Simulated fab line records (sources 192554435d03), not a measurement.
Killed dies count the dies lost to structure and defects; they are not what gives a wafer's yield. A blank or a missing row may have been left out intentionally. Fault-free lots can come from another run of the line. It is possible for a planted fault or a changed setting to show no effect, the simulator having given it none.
Chamber matching ; flow n5_finfet ; N5_BEOL_M7_STRIP_19 on rie_diel-01 has 4 sister chambers
The step strips in O2. 8 wafers are shown with their chamber, then 8 later ones without.

WAFERS, EACH WITH ITS CHAMBER
wafer;chamber;drypump_motor_current_A (A);showerhead_plenum_p_Torr (Torr)
L084.3;1;4.8;2.15
L088.1;3;5.9;2.01
L088.3;0;5.2;2.09
L088.4;2;6.0;2.09
L086.1;3;5.9;2.01
L086.3;2;6.0;2.09
L086.4;1;4.9;2.14
L093.2;0;5.2;2.09

WAFERS WITHOUT THEIR CHAMBER
wafer;drypump_motor_current_A (A);showerhead_plenum_p_Torr (Torr)
L093.4;5.9;2.01
L093.6;5.2;2.09
L097.1;4.8;2.14
L097.3;5.9;2.00
L097.6;5.2;2.08
L096.1;5.9;2.00
L096.4;5.2;2.08
L096.5;5.9;2.00

EACH ONE'S CHAMBER
wafer;from the rows above;in truth
L093.4;3;3
L093.6;0;0
L097.1;1;1
L097.3;3;3
L097.6;0;0
L096.1;3;3
L096.4;0;0
L096.5;3;3
Correctly placed: 8 of 8. From these rows, 0 cannot be placed. Number placed wrongly: 0.
How it was worked out, from the rows above alone: a wafer's distance from a chamber is the root of the sum, over the readings, of the square of ((its reading less the chamber's mean) divided by the reading's scatter). If the next closest chamber is less than 2 further off than the closest, the wafer can't be placed; otherwise it belongs to the closest. A chamber's mean is the mean of its shown wafers. How the scatter is found: for the shown wafers, subtract from each reading the mean of its chamber, square and add these, divide the total by (wafers less chambers), then take the root.
